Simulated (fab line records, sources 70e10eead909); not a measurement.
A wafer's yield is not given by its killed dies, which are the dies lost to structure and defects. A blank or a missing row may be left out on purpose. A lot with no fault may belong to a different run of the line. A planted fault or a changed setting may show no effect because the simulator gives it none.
One fault seen from 2 desks || flow nand_harc || only its own numbers are on each desk; what lay behind them is given at the end

## THE TOOL OWNER'S DESK: krf_scanner-04
The tool's own readings at NHARC_P_ZERO_WELL_EXPOSE_08 (exposes mask P ZERO, target cd 500 nm): means of the sampled wafers that have a number, for each lot that ran on this tool. The brackets show how far a lot's mean lies from the usual mean; more than 4 standard deviations puts the lot out of limits, marked OUT.
Columns: A = exposure_dose_mJ_cm2 at NHARC_P_ZERO_WELL_EXPOSE_08, usual 33.80; B = focus_offset_nm at NHARC_P_ZERO_WELL_EXPOSE_08, usual 0.0 nm
{"lot": "L616", "first seen here": "day 2 07:05", "A": 33.81, "B": 0.0}
{"lot": "L623", "first seen here": "day 5 05:05", "A": 33.83, "B": -0.4}
{"lot": "L626", "first seen here": "day 6 10:58", "A": "31.96 (-59) OUT", "B": 0.6}
{"lot": "L631", "first seen here": "day 8 13:12", "A": "32.30 (-48) OUT", "B": -0.9}
{"lot": "L632", "first seen here": "day 8 23:05", "A": "32.61 (-38) OUT", "B": 0.6}
This desk's finding: out of limits on L626, L631, L632; first on L626, day 6 10:58 (exposure_dose_mJ_cm2 at NHARC_P_ZERO_WELL_EXPOSE_08). L616, L623: within limits.

## METROLOGY DESK
Means of the sampled wafers that have a number, per lot and without regard to the tool the lot ran on: this is what the gauges read. The brackets show how far a lot's mean lies from the usual mean; more than 4 standard deviations puts the lot out of limits, marked OUT.
Columns: A = cd_nm at NHARC_P_ZERO_WELL_CD_MEAS_11, usual 499.2 nm; B = cd_nm at NHARC_P_ZERO_WELL_CD_MEAS_37, usual 720.1 nm; C = cd_nm at NHARC_P_GATE_CD_MEAS_59, usual 720.1 nm
{"lot": "L616", "first seen here": "day 2 07:14", "A": 497.0, "B": 719.6, "C": 720.6}
{"lot": "L617", "first seen here": "day 2 17:15", "A": 499.4, "B": 718.2, "C": 718.7}
{"lot": "L620", "first seen here": "day 3 23:07", "A": 499.1, "B": 721.7, "C": 722.0}
{"lot": "L621", "first seen here": "day 4 09:17", "A": 497.2, "B": 719.8, "C": 721.2}
{"lot": "L623", "first seen here": "day 5 05:14", "A": 501.4, "B": 720.3, "C": 718.3}
{"lot": "L626", "first seen here": "day 6 11:07", "A": "490.2 (-5.0) OUT", "B": 720.9, "C": 719.3}
{"lot": "L631", "first seen here": "day 8 13:21", "A": "491.2 (-4.4) OUT", "B": 719.8, "C": 718.9}
{"lot": "L632", "first seen here": "day 8 23:14", "A": "491.9 (-4.0) OUT", "B": 720.1, "C": 721.9}
{"lot": "L633", "first seen here": "day 9 09:14", "A": 498.5, "B": 717.6, "C": 722.4}
{"lot": "L635", "first seen here": "day 10 05:08", "A": 499.2, "B": 720.8, "C": 719.5}
{"lot": "L636", "first seen here": "day 10 15:14", "A": 499.1, "B": 717.4, "C": 718.7}
{"lot": "L637", "first seen here": "day 11 01:07", "A": 500.4, "B": 719.6, "C": 719.7}
This desk's finding: out of limits on L626, L631, L632; first on L626, day 6 11:07 (cd_nm at NHARC_P_ZERO_WELL_CD_MEAS_11). L616, L617, L620, L621, L623, L633, L635, L636, L637: within limits.

## TAKEN TOGETHER
The tool owner's desk could have raised an alarm at day 6 10:58, on L626, L631, L632.
The metrology desk could have raised an alarm at day 6 11:07, on L626, L631, L632.
On krf_scanner-04, each named lot ran NHARC_P_ZERO_WELL_EXPOSE_08.

## WHAT THE SIMULATOR HAD INSERTED
Process parameters drifting: krf_scanner-04 at NHARC_P_ZERO_WELL_EXPOSE_08, beginning at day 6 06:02. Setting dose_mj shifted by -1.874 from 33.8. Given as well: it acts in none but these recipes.
Lots struck among those shown: L626, L631, L632.
Delay (hours) between the fault's onset and each desk's first out-of-limits reading: 5 at the tool owner's desk, 5 at the metrology desk.
